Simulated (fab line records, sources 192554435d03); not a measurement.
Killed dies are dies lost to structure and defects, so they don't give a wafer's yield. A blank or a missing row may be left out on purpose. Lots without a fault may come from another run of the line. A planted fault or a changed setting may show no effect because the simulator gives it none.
Chamber matching | flow n5_finfet | N5_FIN_SAQP_MANDREL_ETCH_22 on rie_si-04: 4 sister chambers
The step etches a-Si in HBr/Cl2, stops on SiNx, target depth 60 nm, bt time 10 s, time 30 s. 24 wafers are shown with their chamber, then 12 later ones without.

WAFERS WITH THEIR CHAMBER
wafer  | chamber | drypump_motor_current_A (A) | throttle_valve_pct (%) | oes_product_au (a.u.)
L074.2 | 3       | 6.2                         | 35.34                  | 0.774
L074.3 | 1       | 5.6                         | 34.87                  | 0.765
L074.4 | 0       | 5.4                         | 34.85                  | 0.791
L076.2 | 1       | 5.5                         | 34.85                  | 0.763
L076.4 | 3       | 6.2                         | 35.34                  | 0.778
L076.5 | 2       | 5.5                         | 35.52                  | 0.780
L077.3 | 1       | 5.5                         | 34.85                  | 0.767
L077.5 | 3       | 6.2                         | 35.32                  | 0.772
L077.6 | 2       | 5.5                         | 35.55                  | 0.769
L080.2 | 2       | 5.5                         | 35.58                  | 0.763
L080.5 | 3       | 6.2                         | 35.34                  | 0.774
L080.6 | 0       | 5.4                         | 34.84                  | 0.782
L085.2 | 0       | 5.4                         | 34.86                  | 0.771
L085.5 | 3       | 6.2                         | 35.35                  | 0.769
L085.6 | 0       | 5.4                         | 34.86                  | 0.781
L086.3 | 0       | 5.4                         | 34.86                  | 0.777
L086.4 | 1       | 5.6                         | 34.71                  | 0.773
L086.5 | 2       | 5.6                         | 35.53                  | 0.778
L087.1 | 3       | 6.2                         | 35.35                  | 0.774
L087.4 | 1       | 5.6                         | 34.69                  | 0.775
L087.5 | 0       | 5.4                         | 34.85                  | 0.788
L089.1 | 3       | 6.2                         | 35.34                  | 0.769
L089.2 | 0       | 5.4                         | 34.84                  | 0.789
L089.4 | 2       | 5.6                         | 35.55                  | 0.774

SIGNATURES (means of the wafers above)
reading                 | chamber 0 | chamber 1 | chamber 2 | chamber 3 | scatter within a chamber
drypump_motor_current_A | 5.400     | 5.560     | 5.540     | 6.200     | 0.0346
throttle_valve_pct      | 34.8514   | 34.7940   | 35.5460   | 35.3400   | 0.0407
oes_product_au          | 0.78271   | 0.76860   | 0.77280   | 0.77286   | 0.00578
Rule: a wafer's distance from a chamber is the root of the sum, over the readings, of the square of ((its reading less the chamber's mean) divided by the reading's scatter). The wafer belongs to the nearest chamber; if the next one is less than 2 further off, it can't be placed. The scatter: the root of (the sum of the squares of (reading less its chamber's mean) over the shown wafers, divided by (wafers less chambers)).

WAFERS WITHOUT THEIR CHAMBER
wafer  | drypump_motor_current_A (A) | throttle_valve_pct (%) | oes_product_au (a.u.)
L092.4 | 5.5                         | 35.54                  | 0.773
L092.5 | 6.2                         | 35.35                  | 0.773
L092.6 | 5.6                         | 35.56                  | 0.765
L093.1 | 5.4                         | 34.86                  | 0.777
L093.4 | 6.2                         | 35.35                  | 0.772
L093.6 | 5.5                         | 34.72                  | 0.776
L094.1 | 5.4                         | 34.89                  | 0.779
L094.2 | 6.2                         | 35.37                  | 0.755
L094.3 | 5.6                         | 34.76                  | 0.758
L096.1 | 6.2                         | 35.37                  | 0.761
L096.3 | 5.5                         | 35.56                  | 0.764
L096.4 | 6.2                         | 35.36                  | 0.760

WHICH CHAMBER EACH WENT THROUGH
wafer  | from the rows above     | in truth
L092.4 | 2                       | 2
L092.5 | 3                       | 3
L092.6 | 2                       | 2
L093.1 | 0                       | 0
L093.4 | 3                       | 3
L093.6 | can't be placed: 1 or 0 | 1
L094.1 | 0                       | 0
L094.2 | 3                       | 3
L094.3 | 1                       | 1
L096.1 | 3                       | 3
L096.3 | 2                       | 2
L096.4 | 3                       | 3
Placed correctly: 11 of 12. Can't be placed from these rows: 1 (the true chamber is among the candidates in 1). Placed wrongly: 0.
